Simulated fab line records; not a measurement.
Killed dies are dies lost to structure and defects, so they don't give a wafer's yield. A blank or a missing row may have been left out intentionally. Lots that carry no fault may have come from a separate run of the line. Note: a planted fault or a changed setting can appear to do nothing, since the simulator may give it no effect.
fab line records | flow n5_finfet | part 2 of 2: steps 5 to 6 of 6
[record] lots = 24 | wafers = 72 | last_day = 18
route steps=1938 shown BEOL_M14@1730 BEOL_M15@1774
lots untouched by any fault: they come from a run of this same line in which no faults occurred
start_h: start of the lot's first displayed wafer, in hours after the record's first day | wait_h: hours since the lot's step before | " repeats the value in the row above | L1.1+2: a single row standing in for several wafers | - no value present, or no start provided | * or withheld: withheld | < > ~ a bound
route shown NAME@n: NAME is a module with steps in the file, n the number in the route of the first one | usual: mean/standard deviation of fault-free wafers | same: alike in all rows | chamber/n: place in a boat | sites: per-site readings | _std_site: how widely they spread, as a standard deviation | _edge_site: mean of outer sites minus mean of inner sites | radius_mm: for every site, how far away it sits from the centre of the wafer | mask NAME#n: copy n | behind: the last tool/chamber to shape the wafer | hold: why the lot was held/for how many hours/how that ended | device: the n, p or np transistor that did not switch | end of line: tests run on the same wafers once the route is complete | a step given without rows: its recipe and nothing more | killed: not the wafer's yield, but the dies lost to structure and defects at the first sort | map: shows each die of a wafer: x if killed, . if not, _ if none is there
set.NAME: the run value of the setting; set.NAME@STEP: its run value at that earlier step | model.NAME: the simulator's own value behind a step, which no gauge read
a sample of lots followed through the steps of the route, with each step as a table and each wafer as a row
services: a tool's chamber out of use, with start hour (start_h, from the record's first day; less than 0 if before it), hours out, and reason
[[steps]]
[step N5_BEOL_M15_STRIP_63]
[recipe] chemistry = O2 | power_w = 600 | temp_c = 60 | pressure_mtorr = 30 | rf_frequency_hz = 6e+07 | bias_power_w = 0 | overash_fraction = 0.3 | o2_flow_sccm = 225
[usual] drypump_motor_current_A = 5.8/0.45 | oes_product_au = 0.79/0.1 | rf_vpp_V = 3.7/0.77 | showerhead_plenum_p_Torr = 2.08/0.087 | throttle_valve_pct = 16.72/0.29
lot.wafer | tool        | chamber | start_h | wait_h | drypump_motor_current_A | oes_product_au | rf_hours_counter_h | rf_vpp_V | showerhead_plenum_p_Torr | throttle_valve_pct
L074.3    | rie_diel-06 | 0       | -       | -      | 6.5                     | 0.74           | 203                | 4.0      | 2.00                     | 16.46
L074.5    | "           | 2       | "       | "      | 5.6                     | 0.98           | -                  | 3.3      | 2.05                     | 16.78
L074.6    | "           | 3       | "       | "      | 5.9                     | 0.76           | -                  | 4.2      | 1.92                     | 16.37
L076.1    | rie_diel-03 | 0       | -       | -      | 5.7                     | 0.74           | 176                | 3.5      | 2.18                     | 17.07
L076.4    | "           | 2       | "       | "      | 6.2                     | 0.68           | 222                | 3.7      | 2.12                     | 16.75
L076.6    | "           | 3       | "       | "      | 5.8                     | 0.76           | -                  | 4.6      | 1.99                     | 16.26
L075.2    | rie_diel-06 | 3       | -       | -      | 5.9                     | 0.76           | 149                | 3.4      | 1.92                     | 16.38
L075.5    | "           | 0       | "       | "      | 6.5                     | 0.73           | -                  | 4.7      | 1.99                     | 16.48
L075.6    | "           | 3       | "       | "      | 5.8                     | 0.77           | -                  | 3.2      | 1.92                     | 16.36
L077.2    | rie_diel-01 | 2       | -       | -      | 5.4                     | 0.71           | 213                | 3.4      | 2.19                     | 16.99
L077.3    | "           | 1       | "       | "      | 5.5                     | 0.90           | 24                 | 4.2      | 2.11                     | 16.54
L077.4    | "           | 1       | "       | "      | 5.5                     | 0.90           | -                  | 3.9      | 2.11                     | 16.51
L079.1    | rie_diel-01 | 1       | -       | -      | 5.5                     | 0.91           | 26                 | 3.5      | 2.11                     | 16.50
L079.4    | "           | 1       | "       | "      | 5.5                     | 0.91           | -                  | 3.5      | 2.11                     | 16.51
L079.6    | "           | 3       | "       | "      | 5.4                     | 0.76           | -                  | 4.5      | 2.09                     | 17.03
L078.3    | rie_diel-01 | 2       | -       | -      | 5.4                     | 0.70           | 215                | 3.2      | 2.19                     | 17.01
L078.4    | "           | 2       | "       | "      | 5.4                     | 0.71           | -                  | 5.2      | 2.19                     | 17.02
L078.6    | "           | 1       | "       | "      | 5.5                     | 0.90           | -                  | 2.5      | 2.11                     | 16.55
L081.2    | rie_diel-01 | 2       | -       | -      | 5.4                     | 0.71           | 217                | 2.2      | 2.19                     | 17.01
L081.4    | "           | 2       | "       | "      | 5.4                     | 0.70           | -                  | 2.8      | 2.19                     | 17.00
L081.6    | "           | 3       | "       | "      | 5.4                     | 0.75           | -                  | 5.7      | 2.09                     | 17.03
L080.1    | rie_diel-01 | 3       | -       | -      | 5.4                     | 0.75           | 173                | 3.0      | 2.08                     | 17.02
L080.2    | "           | 2       | "       | "      | 5.4                     | 0.70           | 223                | 3.0      | 2.19                     | 16.98
L080.3    | "           | 2       | "       | "      | 5.4                     | 0.70           | -                  | 4.2      | 2.19                     | 16.99
L082.2    | rie_diel-06 | 1       | -       | -      | 6.5                     | 0.83           | 67                 | 3.8      | 2.19                     | 16.49
L082.3    | "           | 2       | "       | "      | 5.6                     | 0.93           | 19                 | 4.5      | 2.05                     | 16.81
L082.6    | "           | 2       | "       | "      | 5.6                     | 0.93           | -                  | 4.5      | 2.05                     | 16.82
L083.1    | rie_diel-03 | 0       | -       | -      | 5.7                     | 0.72           | 191                | 3.9      | 2.17                     | 17.11
L083.3    | "           | 2       | "       | "      | 6.2                     | 0.66           | 237                | 3.1      | 2.12                     | 16.77
L083.6    | "           | 1       | "       | "      | 6.9                     | 0.65           | -                  | 2.7      | 1.99                     | 17.11
L084.1    | rie_diel-06 | 0       | -       | -      | 6.6                     | 0.72           | 225                | 3.0      | 1.99                     | 16.50
L084.2    | "           | 1       | "       | "      | 6.5                     | 0.84           | 72                 | 4.4      | 2.18                     | 16.49
L084.5    | "           | 3       | "       | "      | 5.9                     | 0.75           | -                  | 3.3      | 1.91                     | 16.39
L086.2    | rie_diel-06 | 3       | -       | -      | 5.9                     | 0.75           | 167                | 3.5      | 1.91                     | 16.40
L086.4    | "           | 0       | "       | "      | 6.5                     | 0.72           | 226                | 4.5      | 1.99                     | 16.51
L086.6    | "           | 0       | "       | "      | 6.5                     | 0.72           | -                  | 5.0      | 1.99                     | 16.52
L088.1    | rie_diel-01 | 3       | -       | -      | 5.4                     | 0.74           | 183                | 3.2      | 2.08                     | 17.03
L088.2    | "           | 0       | "       | "      | 5.5                     | 0.97           | 6                  | 3.9      | 2.07                     | 16.55
L088.3    | "           | 2       | "       | "      | 5.4                     | 0.70           | 233                | 3.1      | 2.18                     | 17.03
L087.1    | rie_diel-01 | 0       | -       | -      | 5.5                     | 0.96           | 6                  | 5.1      | 2.06                     | 16.55
L087.2    | "           | 2       | "       | "      | 5.4                     | 0.68           | 233                | 4.6      | 2.18                     | 17.00
L087.3    | "           | 3       | "       | "      | 5.4                     | 0.75           | 183                | 3.0      | 2.08                     | 17.05
L085.4    | rie_diel-01 | 3       | -       | -      | 5.4                     | 0.73           | 185                | 3.7      | 2.08                     | 17.05
L085.5    | "           | 2       | "       | "      | 5.4                     | 0.68           | -                  | 3.4      | 2.18                     | 17.05
L085.6    | "           | 1       | "       | "      | 5.5                     | 0.85           | -                  | 3.0      | 2.11                     | 16.57
L089.1    | rie_diel-03 | 2       | -       | -      | 6.2                     | 0.66           | 248                | 5.1      | 2.12                     | 16.79
L089.3    | "           | 3       | "       | "      | 5.8                     | 0.75           | 160                | 4.3      | 1.98                     | 16.27
L089.4    | "           | 1       | "       | "      | 6.8                     | 0.65           | 245                | 4.4      | 1.99                     | 17.14
L091.3    | rie_diel-01 | 3       | -       | -      | 5.4                     | 0.72           | 190                | 4.5      | 2.08                     | 17.03
L091.4    | "           | 1       | "       | "      | 5.5                     | 0.86           | 50                 | 4.2      | 2.10                     | 16.58
L091.6    | "           | 1       | "       | "      | 5.5                     | 0.85           | -                  | 3.2      | 2.10                     | 16.56
L093.1    | rie_diel-03 | 3       | -       | -      | 5.8                     | 0.73           | 167                | 4.7      | 1.98                     | 16.29
L093.4    | "           | 1       | "       | "      | 6.8                     | 0.65           | -                  | 3.6      | 1.99                     | 17.15
L093.6    | "           | 3       | "       | "      | 5.8                     | 0.73           | -                  | 2.0      | 1.98                     | 16.28
L090.2    | rie_diel-06 | 2       | -       | -      | 5.6                     | 0.90           | 40                 | 4.1      | 2.04                     | 16.83
L090.3    | "           | 3       | "       | "      | 5.9                     | 0.73           | 182                | 3.3      | 1.91                     | 16.43
L090.5    | "           | 2       | "       | "      | 5.6                     | 0.90           | -                  | 3.5      | 2.04                     | 16.81
L092.2    | rie_diel-03 | 3       | -       | -      | 5.8                     | 0.73           | 170                | 4.2      | 1.98                     | 16.28
L092.4    | "           | 0       | "       | "      | 5.7                     | 0.71           | -                  | 2.3      | 2.16                     | 17.13
L092.6    | "           | 3       | "       | "      | 5.8                     | 0.73           | -                  | 4.7      | 1.98                     | 16.31
L094.1    | rie_diel-01 | 2       | -       | -      | 5.4                     | 0.68           | 248                | 3.4      | 2.18                     | 17.05
L094.2    | "           | 1       | "       | "      | 5.5                     | 0.85           | 58                 | 3.9      | 2.10                     | 16.59
L094.3    | "           | 0       | "       | "      | 5.5                     | 0.91           | 22                 | 3.6      | 2.06                     | 16.59
L095.3    | rie_diel-03 | 3       | -       | -      | 5.9                     | 0.72           | 176                | 3.6      | 1.97                     | 16.32
L095.5    | "           | 2       | "       | "      | 6.2                     | 0.96           | -                  | 3.5      | 2.11                     | 16.39
L095.6    | "           | 3       | "       | "      | 5.8                     | 0.73           | -                  | 4.3      | 1.98                     | 16.33
L096.2    | rie_diel-06 | 2       | -       | -      | 5.6                     | 0.90           | 42                 | 4.5      | 2.04                     | 16.87
L096.3    | "           | 1       | "       | "      | 6.5                     | 0.81           | 97                 | 3.7      | 2.18                     | 16.56
L096.5    | "           | 1       | "       | "      | 6.5                     | 0.80           | -                  | 4.2      | 2.18                     | 16.57
L097.2    | rie_diel-03 | 2       | -       | -      | 6.2                     | 0.94           | 12                 | 4.7      | 2.11                     | 16.40
L097.4    | "           | 0       | "       | "      | 5.8                     | 0.71           | 224                | 3.7      | 2.16                     | 17.15
L097.5    | "           | 1       | "       | "      | 6.8                     | 1.00           | -                  | 4.1      | 2.25                     | 16.62
[step N5_BEOL_M15_ETCH_57]
[recipe] chemistry = N2/H2 | target = SOC | source_w = 3000 | bias_w = 350 | time_s = 750 | ion_energy_ev = 200 | pressure_mtorr = 30 | n2_flow_sccm = 200 | h2_flow_sccm = 200
[usual] drypump_motor_current_A = 6.0/0.44 | oes_product_au = 0.78/0.091 | rf_vpp_V = 523/3.3 | showerhead_plenum_p_Torr = 2.51/0.12 | throttle_valve_pct = 17.84/0.27
lot.wafer | tool        | chamber | start_h | wait_h | drypump_motor_current_A | oes_product_au | rf_hours_counter_h | rf_vpp_V | showerhead_plenum_p_Torr | throttle_valve_pct
L074.3    | rie_diel-01 | 3       | 241.31  | -      | 5.4                     | 0.75           | 154                | 524      | 2.58                     | 18.45
L074.5    | "           | 3       | "       | "      | 5.4                     | 0.75           | -                  | 523      | 2.58                     | 18.44
L074.6    | "           | 0       | "       | "      | 5.5                     | 0.69           | -                  | 523      | 2.52                     | 18.11
L076.1    | rie_diel-06 | 2       | 243.82  | -      | 5.6                     | 0.99           | 5                  | 523      | 2.47                     | 17.79
L076.4    | "           | 0       | "       | "      | 6.5                     | 0.73           | 203                | 519      | 2.43                     | 17.55
L076.6    | "           | 3       | "       | "      | 5.8                     | 0.76           | -                  | 518      | 2.34                     | 17.58
L075.2    | rie_diel-06 | 2       | 259.34  | -      | 5.6                     | 0.96           | 9                  | 522      | 2.47                     | 17.78
L075.5    | "           | 1       | "       | "      | 6.5                     | 0.85           | -                  | 528      | 2.70                     | 17.77
L075.6    | "           | 0       | "       | "      | 6.5                     | 0.73           | -                  | 521      | 2.43                     | 17.57
L077.2    | rie_diel-06 | 2       | 269.61  | -      | 5.6                     | 0.95           | 11                 | 523      | 2.47                     | 17.79
L077.3    | "           | 0       | "       | "      | 6.5                     | 0.72           | 211                | 518      | 2.42                     | 17.56
L077.4    | "           | 3       | "       | "      | 5.9                     | 0.75           | 152                | 519      | 2.34                     | 17.61
L079.1    | rie_diel-06 | 2       | 276.02  | -      | 5.6                     | 0.95           | 13                 | 521      | 2.47                     | 17.82
L079.4    | "           | 1       | "       | "      | 6.5                     | 0.85           | 62                 | 528      | 2.70                     | 17.82
L079.6    | "           | 2       | "       | "      | 5.6                     | 0.95           | -                  | 523      | 2.47                     | 17.80
L078.3    | rie_diel-06 | 0       | 276.50  | -      | 6.5                     | 0.72           | 213                | 519      | 2.42                     | 17.57
L078.4    | "           | 2       | "       | "      | 5.6                     | 0.94           | 13                 | 523      | 2.47                     | 17.81
L078.6    | "           | 3       | "       | "      | 5.9                     | 0.74           | -                  | 519      | 2.34                     | 17.60
L081.2    | rie_diel-06 | 2       | 281.53  | -      | 5.6                     | 0.93           | 15                 | 521      | 2.47                     | 17.81
L081.4    | "           | 0       | "       | "      | 6.5                     | 0.72           | 215                | 521      | 2.42                     | 17.56
L081.6    | "           | 1       | "       | "      | 6.5                     | 0.85           | -                  | 528      | 2.70                     | 17.78
L080.1    | rie_diel-03 | 0       | 296.22  | -      | 5.7                     | 0.73           | 190                | 526      | 2.63                     | 18.16
L080.2    | "           | 1       | "       | "      | 6.8                     | 0.66           | 232                | 520      | 2.40                     | 18.08
L080.3    | "           | 2       | "       | "      | 6.2                     | 0.67           | 236                | 528      | 2.61                     | 17.94
L082.2    | rie_diel-01 | 2       | 297.91  | -      | 5.5                     | 0.70           | 224                | 526      | 2.62                     | 18.00
L082.3    | "           | 2       | "       | "      | 5.4                     | 0.69           | -                  | 526      | 2.62                     | 18.01
L082.6    | "           | 3       | "       | "      | 5.4                     | 0.73           | -                  | 523      | 2.57                     | 18.48
L083.1    | rie_diel-01 | 1       | 302.77  | -      | 5.5                     | 0.89           | 35                 | 525      | 2.57                     | 17.65
L083.3    | "           | 3       | "       | "      | 5.4                     | 0.73           | 176                | 524      | 2.57                     | 18.47
L083.6    | "           | 3       | "       | "      | 5.4                     | 0.74           | -                  | 523      | 2.57                     | 18.48
L084.1    | rie_diel-06 | 0       | 313.18  | -      | 6.5                     | 0.72           | 225                | 520      | 2.42                     | 17.59
L084.2    | "           | 2       | "       | "      | 5.6                     | 0.92           | 24                 | 522      | 2.46                     | 17.82
L084.5    | "           | 3       | "       | "      | 5.9                     | 0.75           | -                  | 518      | 2.33                     | 17.63
L086.2    | rie_diel-03 | 0       | 316.40  | -      | 5.8                     | 0.72           | 196                | 528      | 2.63                     | 18.18
L086.4    | "           | 3       | "       | "      | 5.8                     | 0.74           | 152                | 521      | 2.45                     | 17.63
L086.6    | "           | 3       | "       | "      | 5.9                     | 0.74           | -                  | 522      | 2.45                     | 17.60
L088.1    | rie_diel-06 | 1       | 326.24  | -      | 6.5                     | 0.84           | 77                 | 526      | 2.69                     | 17.82
L088.2    | "           | 3       | "       | "      | 5.9                     | 0.74           | 170                | 518      | 2.33                     | 17.63
L088.3    | "           | 2       | "       | "      | 5.6                     | 0.91           | 28                 | 523      | 2.46                     | 17.83
L087.1    | rie_diel-03 | 0       | 327.01  | -      | 5.8                     | 0.71           | 199                | 526      | 2.63                     | 18.19
L087.2    | "           | 3       | "       | "      | 5.8                     | 0.73           | 155                | 520      | 2.45                     | 17.64
L087.3    | "           | 2       | "       | "      | 6.2                     | 0.66           | 244                | 526      | 2.61                     | 17.95
L085.4    | rie_diel-06 | 2       | 333.33  | -      | 5.6                     | 0.90           | 30                 | 522      | 2.46                     | 17.85
L085.5    | "           | 1       | "       | "      | 6.5                     | 0.84           | -                  | 528      | 2.69                     | 17.82
L085.6    | "           | 2       | "       | "      | 5.6                     | 0.91           | -                  | 523      | 2.46                     | 17.83
L089.1    | rie_diel-03 | 0       | 342.61  | -      | 5.8                     | 0.71           | 205                | 527      | 2.62                     | 18.20
L089.3    | "           | 2       | "       | "      | 6.2                     | 0.66           | 248                | 525      | 2.61                     | 17.96
L089.4    | "           | 1       | "       | "      | 6.9                     | 0.64           | 245                | 520      | 2.39                     | 18.07
L091.3    | rie_diel-06 | 1       | 351.21  | -      | 6.5                     | 0.82           | 84                 | 528      | 2.69                     | 17.82
L091.4    | "           | 2       | "       | "      | 5.7                     | 0.89           | 35                 | 522      | 2.46                     | 17.84
L091.6    | "           | 0       | "       | "      | 6.6                     | 0.72           | -                  | 520      | 2.41                     | 17.60
L093.1    | rie_diel-01 | 0       | 366.21  | -      | 5.5                     | 0.92           | 17                 | 521      | 2.51                     | 17.71
L093.4    | "           | 1       | "       | "      | 5.5                     | 0.85           | 54                 | 526      | 2.56                     | 17.68
L093.6    | "           | 0       | "       | "      | 5.5                     | 0.92           | -                  | 521      | 2.51                     | 17.72
L090.2    | rie_diel-06 | 2       | 366.85  | -      | 5.6                     | 0.89           | 40                 | 523      | 2.46                     | 17.86
L090.3    | "           | 0       | "       | "      | 6.5                     | 0.72           | 242                | 519      | 2.41                     | 17.61
L090.5    | "           | 0       | "       | "      | 6.5                     | 0.71           | -                  | 520      | 2.41                     | 17.61
L092.2    | rie_diel-01 | 2       | 371.48  | -      | 5.4                     | 0.68           | 245                | 525      | 2.62                     | 18.03
L092.4    | "           | 0       | "       | "      | 5.5                     | 0.92           | 19                 | 521      | 2.51                     | 17.74
L092.6    | "           | 1       | "       | "      | 5.5                     | 0.85           | -                  | 524      | 2.56                     | 17.67
L094.1    | rie_diel-03 | 2       | 380.81  | -      | 6.2                     | 0.97           | 6                  | 525      | 2.60                     | 17.58
L094.2    | "           | 0       | "       | "      | 5.7                     | 0.70           | 218                | 527      | 2.62                     | 18.21
L094.3    | "           | 3       | "       | "      | 5.8                     | 0.72           | 174                | 520      | 2.45                     | 17.67
L095.3    | rie_diel-03 | 2       | 386.37  | -      | 6.2                     | 0.96           | 8                  | 527      | 2.60                     | 17.60
L095.5    | "           | 3       | "       | "      | 5.9                     | 0.71           | -                  | 521      | 2.45                     | 17.68
L095.6    | "           | 2       | "       | "      | 6.2                     | 0.96           | -                  | 526      | 2.60                     | 17.61
L096.2    | rie_diel-01 | 0       | 390.82  | -      | 5.5                     | 0.90           | 26                 | 521      | 2.50                     | 17.75
L096.3    | "           | 0       | "       | "      | 5.5                     | 0.91           | -                  | 523      | 2.50                     | 17.75
L096.5    | "           | 3       | "       | "      | 5.4                     | 0.72           | -                  | 522      | 2.56                     | 18.51
L097.2    | rie_diel-06 | 1       | 398.73  | -      | 6.5                     | 0.81           | 101                | 526      | 2.68                     | 17.88
L097.4    | "           | 3       | "       | "      | 5.9                     | 0.73           | -                  | 518      | 2.32                     | 17.67
L097.5    | "           | 2       | "       | "      | 5.6                     | 0.89           | -                  | 521      | 2.46                     | 17.85
[[services]]
tool           | chamber | start_h | hours | kind
rie_diel-05    | 2       | 219.41  | 2.6   | repair
rie_diel-02    | 3       | 230.91  | 5.1   | repair
rie_diel-01    | 0       | 267.70  | -     | clean
rie_diel-01    | 0       | 267.70  | -     | consumable_replace:focus_ring
rie_diel-01    | 0       | 267.70  | 39.1  | scheduled_down
rie_diel-01    | 0       | 267.70  | 39.1  | vent_cycle
rie_diel-05    | -       | 291.28  | 14.6  | pm
rie_diel-01    | 1       | 293.98  | 4.3   | repair
rie_diel-03    | -       | 297.78  | 2.8   | pm
rie_diel-04    | 3       | 317.19  | 18.4  | repair
rie_diel-02    | 2       | 328.01  | 2.4   | repair
rie_diel-01    | -       | 333.66  | 2.8   | pm
rie_diel-04    | 3       | 352.07  | 12.2  | repair
rie_diel-06    | 2       | 371.77  | 13.6  | repair
rie_diel-01    | 2       | 386.25  | -     | clean
rie_diel-01    | 2       | 386.25  | -     | consumable_replace:focus_ring
rie_diel-01    | 2       | 386.25  | 18.6  | scheduled_down
rie_diel-01    | 2       | 386.25  | 18.6  | vent_cycle
rie_diel-01    | 1       | 388.45  | 10.8  | repair
rie_diel-06    | 0       | 391.23  | -     | clean
rie_diel-06    | 0       | 391.23  | -     | consumable_replace:focus_ring
rie_diel-06    | 0       | 391.23  | -     | consumable_replace:showerhead
rie_diel-06    | 0       | 391.23  | 16.9  | scheduled_down
pvd_sputter-03 | -       | 394.19  | 6.1   | repair
